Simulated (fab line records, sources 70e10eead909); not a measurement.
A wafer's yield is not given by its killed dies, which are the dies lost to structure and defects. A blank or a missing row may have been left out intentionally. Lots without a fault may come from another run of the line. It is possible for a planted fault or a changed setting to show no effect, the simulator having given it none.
8D (eight disciplines) problem report, filled in by code	flow nand_harc	the parts of the form that need people (team, actions taken, sign-off) are left out

1. THE ISSUE
Wafers without a fault read 199.9 sccm, standard deviation 0.56; mfc_precursor_sccm at NHARC_A_STAIRCASE_DEP_325 reads a mean of 251.9 sccm on 4 wafers belonging to 2 lots. That puts it +93 standard deviations away from the usual mean.
The step: deposits SiO2, target thk 3800 nm.
Earliest sighting: wafer L272.1 on pecvd-03 at day 17 07:57. Wafers with a number at this step in the record: 36, from 12 lots. Rule for "out", or "out of limits": more than 4 standard deviations from the usual mean. Any other wafer with a number is counted as sound.

2. WHAT IT IS AND WHAT IT IS NOT
question	is	is not
which readings at this step	mfc_precursor_sccm	heater_power_outer_w, heater_power_w
which lots	L272, L274	L255, L257, L258, L261, L262, L263, L264, L265, L267, L278
which wafers of those lots	L272.1, L272.5, L274.2, L274.4	L272.2, L274.1
read on which tools	pecvd-03	pecvd-01
when	from day 17 07:57	up to then (28 sound wafers); but 4 sound wafers of L274, L278 came after

3. WHAT RULES OUT EACH SUSPECT
Counting: any tool at a process step up to the reading remains a suspect provided it ran every lot that is out. Sound lots after the first of them don't rule it out here, since some wafers of a struck lot are sound.
- pecvd-03 at NHARC_A_STAIRCASE_DEP_325 (deposits SiO2, target thk 3800 nm): kept. It processed each lot that is out (first: L272, day 17 07:57); up to then, its last sound lot is L267 (day 16 06:02). Its own readings are out on those wafers: mfc_precursor_sccm.
- The sound lot-mates ran in chamber 1 of pecvd-03 at NHARC_A_STAIRCASE_DEP_325, but the wafers that are out ran in chamber 0.
The count leaves pecvd-03 at NHARC_A_STAIRCASE_DEP_325.

4. THE CAUSE (what the simulator had put in)
pecvd-03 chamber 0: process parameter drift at NHARC_A_STAIRCASE_DEP_325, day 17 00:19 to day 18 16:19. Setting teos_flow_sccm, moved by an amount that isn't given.
Counting left only this tool.

5. THE EFFECT CHAIN, in route order
Rows list readings where the struck wafers' mean (over those with a number) sits beyond 3 standard deviations from the usual. Only readings whose record carries a usual standard deviation are examined. hours: median over the lots of the time between each lot's start at the first step of this table that gives one and its start at this step. sigmas: the change, counted in usual standard deviations.
hours	step	reading	usual	on struck wafers	change	sigmas
0	NHARC_A_STAIRCASE_DEP_325	mfc_precursor_sccm	199.9 sccm	251.9	+52.0	+93
Here are the process steps it includes:
- NHARC_A_STAIRCASE_DEP_325: deposits SiO2, target thk 3800 nm.

6. HOW IT WOULD HAVE BEEN CAUGHT EARLIER
First out-of-limits reading in this record: day 17 07:57, which is 8 hours after fault onset at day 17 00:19.
